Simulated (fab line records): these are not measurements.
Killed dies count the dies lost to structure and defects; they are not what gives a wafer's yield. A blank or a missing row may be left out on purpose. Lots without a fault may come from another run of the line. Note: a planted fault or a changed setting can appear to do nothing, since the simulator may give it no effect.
One fault seen from 3 desks || flow n5-finfet || each desk holds nothing but its own numbers, with what lay behind them at the end

THE DEFECT DESK
Lot by lot, what the route's inspections counted, given as the mean of those sampled wafers with a number. A lot is out of limits, marked OUT, if its mean lies more than 4 standard deviations from the usual mean; the brackets give that distance.
Columns: A = raw-defect-count at N5_BEOL_M6_INSPECT_58, usual 80; B = raw-defect-count at N5_BEOL_M7_INSPECT_13, usual 420
{"lot": "L237", "first seen here": "day 10 02:29", "A": 92, "B": 426}
{"lot": "L240", "first seen here": "day 10 05:26", "A": 49, "B": 400}
{"lot": "L241", "first seen here": "day 10 14:22", "A": 70, "B": 350}
{"lot": "L251", "first seen here": "day 13 05:52", "A": 104, "B": 481}
{"lot": "L254", "first seen here": "day 14 04:19", "A": 63, "B": 513}
{"lot": "L256", "first seen here": "day 14 22:09", "A": 72, "B": 421}
This desk found nothing out of limits on any of the 6 lots.

THE TOOL OWNER'S DESK: pecvd-03
The tool's own readings at N5_BEOL_M7_ILD_DEP_00 (deposits SiCOH lowk from DEMS/porogen, target thk 179.75 nm, time 33.4 s): means of the sampled wafers that have a number, for each lot that ran on this tool. A lot is out of limits, marked OUT, if its mean lies more than 4 standard deviations from the usual mean; the brackets give that distance.
Columns: A = heater-power-w at N5_BEOL_M7_ILD_DEP_00, usual 286 W; B = showerhead-plenum-p-Torr at N5_BEOL_M7_ILD_DEP_00, usual 5.737 Torr; C = throttle-valve-pct at N5_BEOL_M7_ILD_DEP_00, usual 13.8 %
{"lot": "L237", "first seen here": "day 10 02:32", "A": 271, "B": 5.725, "C": 13.5}
{"lot": "L240", "first seen here": "day 10 05:29", "A": 232, "B": 5.729, "C": 13.8}
{"lot": "L241", "first seen here": "day 10 14:24", "A": 228, "B": 5.729, "C": 12.8}
This desk found nothing out of limits on any of the 3 lots.

FROM THE METROLOGY DESK
What the gauges read, lot by lot, whatever tool the lot ran on: means of the sampled wafers that have a number. A lot is out of limits, marked OUT, if its mean lies more than 4 standard deviations from the usual mean; the brackets give that distance.
Columns: A = M6_THK at N5_BEOL_M6_THK_MEAS_53, usual 83 nm; B = M6_RS at N5_BEOL_M6_RS_MEAS_57, usual 0.283 ohm/sq; C = M7_ILD_THK at N5_BEOL_M7_THK_MEAS_01, usual 156.2 nm; D = cd-nm at N5_BEOL_M7_CD_MEAS_11, usual 38.0 nm; E = M7_OVL at N5_BEOL_M7_OVL_MEAS_12, usual 0.2 nm; F = cd-nm at N5_BEOL_M7_CD_MEAS_18, usual 39.5 nm
{"lot": "L237", "first seen here": "day 10 02:20", "A": 79, "B": 0.298, "C": 158.1, "D": 38.0, "E": -1.2, "F": 39.7}
{"lot": "L240", "first seen here": "day 10 05:17", "A": 80, "B": 0.293, "C": 159.2, "D": 38.3, "E": -0.6, "F": 39.5}
{"lot": "L241", "first seen here": "day 10 14:11", "A": 86, "B": 0.271, "C": 161.9, "D": 37.8, "E": -0.5, "F": 39.5}
{"lot": "L251", "first seen here": "day 13 05:42", "A": 80, "B": 0.292, "C": 155.0, "D": 37.8, "E": 0.4, "F": 38.9}
{"lot": "L254", "first seen here": "day 14 04:10", "A": 85, "B": 0.274, "C": 156.2, "D": 38.1, "E": 1.1, "F": 39.9}
{"lot": "L256", "first seen here": "day 14 21:59", "A": 78, "B": 0.302, "C": 156.2, "D": 37.5, "E": 0.9, "F": 39.0}
This desk found nothing out of limits on any of the 6 lots.

BROUGHT TOGETHER
The defect desk saw nothing out of limits.
The desk of the tool owner found nothing out of limits.
The metrology desk saw nothing out of limits.

WHAT THE SIMULATOR HAD INSERTED
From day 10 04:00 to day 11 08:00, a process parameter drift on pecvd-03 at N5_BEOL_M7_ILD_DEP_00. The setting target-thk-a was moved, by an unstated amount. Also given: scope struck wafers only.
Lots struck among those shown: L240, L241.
